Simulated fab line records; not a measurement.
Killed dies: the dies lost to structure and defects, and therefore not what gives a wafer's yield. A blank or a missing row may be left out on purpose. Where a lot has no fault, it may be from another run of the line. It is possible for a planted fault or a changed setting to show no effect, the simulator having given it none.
Which tool was responsible? -- flow nand_harc -- Sampling: 12 lots, 34 wafers, 5 of 1302 route steps

## WHAT THE GAUGES READ, wafer by wafer
NHARC_END_SORT_01.
lot,measured,on,killed_at_array,killed_at_other,killed_at_periphery,killed_dies,killed_open,killed_short
L366,day 26 21:08,prober-01,76 68 83,0 1 0,1 4 2,77 73 85,3 3 5,0 3 6
L379,day 32 15:40,prober-01,26 30 29,0 0 0,3 8 5,29 38 34,2 3 2,0 0 3

## TOOL THAT RAN EACH LOT (tool first, then ch and the chambers of the sampled wafers, then the start)
lot,NHARC_A_STAIRCASE_ETCH_271,NHARC_A_STAIRCASE_DEP_280,NHARC_A_STAIRCASE_DESCUM_291,NHARC_A_STAIRCASE_ETCH_292
L361,"rie_diel-12 ch 0,1, day 16 04:14","pecvd-02 ch 0,1,2, day 16 10:44","rie_diel-01 ch 0,1, day 16 11:41","rie_diel-01 ch 0,2,3, day 16 11:47"
L362,"rie_diel-12 ch 0,1, day 16 14:55","pecvd-02 ch 0,1,2, day 16 23:57","rie_diel-12 ch 1,3, day 17 00:45","rie_diel-12 ch 1,2,3, day 17 00:51"
L363,"rie_diel-01 ch 0,1,3, day 16 20:19","pecvd-02 ch 0,1,2, day 17 01:51","rie_diel-12 ch 0,1, day 17 02:47","rie_diel-12 ch 0,2,3, day 17 02:53"
L366,"rie_diel-12 ch 0,1,2, day 18 14:08","pecvd-04 ch 0,1,2, day 18 21:22","rie_diel-04 ch 1,2,3, day 18 22:20","rie_diel-04 ch 1,2,3, day 18 22:24"
L372,"rie_diel-01 ch 0,2,3, day 21 04:17","pecvd-04 ch 0,1,2, day 21 12:28","rie_diel-04 ch 0,2, day 21 13:16","rie_diel-04 ch 0,3, day 21 13:21"
L374,"rie_diel-01 ch 1,3, day 22 02:21","pecvd-04 ch 0,2, day 22 09:35","rie_diel-01 ch 1,2, day 22 10:31","rie_diel-01 ch 1,3, day 22 10:39"
L377,"rie_diel-04 ch 1,3, day 23 00:11","pecvd-01 ch 0,1, day 23 05:05","rie_diel-12 ch 1,2,3, day 23 06:05","rie_diel-12 ch 1,2,3, day 23 06:10"
L379,"rie_diel-01 ch 1,2,3, day 23 13:59","pecvd-04 ch 0,2, day 23 21:53","rie_diel-01 ch 2,3, day 23 22:44","rie_diel-01 ch 1,3, day 23 22:49"
L378,"rie_diel-01 ch 0,3, day 23 15:43","pecvd-04 ch 0,1,2, day 23 22:53","rie_diel-04 ch 0,1,2, day 23 23:53","rie_diel-04 ch 0,1, day 24 00:08"
L380,"rie_diel-01 ch 2, day 23 22:17","pecvd-04 ch 0, day 24 03:40","rie_diel-12 ch 3, day 24 04:40","rie_diel-12 ch 3, day 24 04:46"
L383,"rie_diel-12 ch 2,3, day 25 19:29","pecvd-01 ch 1,2, day 26 00:30","rie_diel-04 ch 2,3, day 26 01:27","rie_diel-04 ch 0,2,3, day 26 01:33"
L384,"rie_diel-12 ch 0,1,3, day 25 22:04","pecvd-02 ch 1,2, day 26 02:52","rie_diel-01 ch 0,1,2, day 26 03:43","rie_diel-01 ch 0,1,2, day 26 03:49"
- NHARC_A_STAIRCASE_ETCH_271: etches the open film in CF4/CHF3.
- NHARC_A_STAIRCASE_DEP_280: deposits SiON, target thk 30 nm.
- NHARC_A_STAIRCASE_DESCUM_291: chemistry O2, time 3 s.
- NHARC_A_STAIRCASE_ETCH_292: etches the open film in CF4/CHF3.

## WHAT THE TOOLS THEMSELVES READ (means of the sampled wafers that have a number; where no wafer has one, the mark that the record gives instead)
NHARC_A_STAIRCASE_ETCH_271.
lot,tool,drypump_motor_current_A (A),oes_product_au (a.u.),rf_vpp_V (V),showerhead_plenum_p_Torr (Torr),throttle_valve_pct (%)
L361,rie_diel-12,6.1,0.959,375.4,1.68,16.795
L362,rie_diel-12,6.1,0.969,374.2,1.68,16.796
L363,rie_diel-01,5.7,0.925,370.3,1.58,16.804
L366,rie_diel-12,5.8,0.974,373.1,1.63,16.798
L372,rie_diel-01,5.8,0.973,369.8,1.54,16.808
L374,rie_diel-01,5.7,0.931,369.4,1.54,16.800
L377,rie_diel-04,5.6,0.973,367.3,1.49,16.800
L379,rie_diel-01,5.8,0.936,370.3,1.55,16.792
L378,rie_diel-01,5.7,0.932,370.3,1.55,16.811
L380,rie_diel-01,5.9,0.953,370.4,1.55,16.801
L383,rie_diel-12,5.4,0.968,369.8,1.55,16.816
L384,rie_diel-12,5.9,0.971,372.5,1.64,16.802

NHARC_A_STAIRCASE_DEP_280.
lot,tool,heater_power_w (W),rf_fwd_power_W (W),showerhead_vpp_V (V)
L361,pecvd-02,649,347.6,1103
L362,pecvd-02,682,348.1,1096
L363,pecvd-02,637,347.7,1105
L366,pecvd-04,666,349.6,1161
L372,pecvd-04,680,349.3,1140
L374,pecvd-04,711,347.3,1154
L377,pecvd-01,828,349.3,1244
L379,pecvd-04,727,301.8,1086
L378,pecvd-04,687,302.7,1057
L380,pecvd-04,872,207.4,883
L383,pecvd-01,746,348.3,1201
L384,pecvd-02,712,348.0,1108

NHARC_A_STAIRCASE_DESCUM_291.
lot,tool,drypump_motor_current_A (A),oes_product_au (a.u.),rf_vpp_V (V),showerhead_plenum_p_Torr (Torr),throttle_valve_pct (%)
L361,rie_diel-01,5.6,0.997,57.6,1.98,11.314
L362,rie_diel-12,5.7,1.007,57.7,1.98,11.303
L363,rie_diel-12,6.0,1.013,57.5,2.04,11.310
L366,rie_diel-04,5.5,1.003,58.6,1.91,11.310
L372,rie_diel-04,6.2,1.005,58.4,2.05,11.316
L374,rie_diel-01,5.8,0.998,58.4,1.91,11.313
L377,rie_diel-12,5.6,0.994,57.5,1.94,11.303
L379,rie_diel-01,5.9,0.997,56.9,1.85,11.315
L378,rie_diel-04,5.8,1.006,58.4,1.99,11.317
L380,rie_diel-12,5.7,0.993,56.9,1.94,11.294
L383,rie_diel-04,5.4,0.997,58.0,2.06,11.306
L384,rie_diel-01,5.7,0.995,57.3,1.92,11.312

NHARC_A_STAIRCASE_ETCH_292.
lot,tool,drypump_motor_current_A (A),oes_product_au (a.u.),rf_vpp_V (V),showerhead_plenum_p_Torr (Torr),throttle_valve_pct (%)
L361,rie_diel-01,5.8,0.919,369.7,1.55,16.794
L362,rie_diel-12,5.6,0.924,371.3,1.60,16.799
L363,rie_diel-12,5.8,0.924,371.1,1.61,16.800
L366,rie_diel-04,5.5,0.930,371.0,1.57,16.811
L372,rie_diel-04,6.3,0.929,371.3,1.61,16.807
L374,rie_diel-01,5.7,0.937,369.8,1.53,16.799
L377,rie_diel-12,5.5,0.922,371.3,1.59,16.805
L379,rie_diel-01,5.7,0.931,369.0,1.53,16.808
L378,rie_diel-04,6.3,0.949,372.4,1.64,16.801
L380,rie_diel-12,5.7,0.927,370.6,1.59,16.790
L383,rie_diel-04,5.8,0.931,373.7,1.68,16.799
L384,rie_diel-01,5.7,0.923,371.8,1.58,16.808

## THE ANSWER, worked out from the rows above alone
Rule: what is usual is taken from the lots themselves. Put in order of their means at a reading, lots are off if they are a third of the lots or fewer, leave a main group of 4 or more, and stand apart from it by a gap of 3 or more times the standard deviation of the main group's means; of several such gaps the widest counts. A main group whose means are all the same, to the digits that the tables above print for the reading, isn't used. Also off: a lot with no number at a reading for which 4 or more lots have one. Where the step has rows for the other lots, those lots are counted as sound. After the gauges, taken in route order, come the tools' own readings; for these a lot's mean is taken, as printed above. At the first step where some lot is off, the reading lying furthest off is the one used; lots without a number count as furthest.
Off: L379, L378, L380, at NHARC_A_STAIRCASE_DEP_280 (rf_fwd_power_W). The main group: mean 348.4 W, standard deviation 0.79.
If a tool, at that step or one of the process steps before it, ran each lot that is off and ran no sound lot following the first of them, it fits. This does not decide it: 2 tools fit, namely rie_diel-01 at NHARC_A_STAIRCASE_ETCH_271 and pecvd-04 at NHARC_A_STAIRCASE_DEP_280.

## WHAT THE SIMULATOR HAD INSERTED
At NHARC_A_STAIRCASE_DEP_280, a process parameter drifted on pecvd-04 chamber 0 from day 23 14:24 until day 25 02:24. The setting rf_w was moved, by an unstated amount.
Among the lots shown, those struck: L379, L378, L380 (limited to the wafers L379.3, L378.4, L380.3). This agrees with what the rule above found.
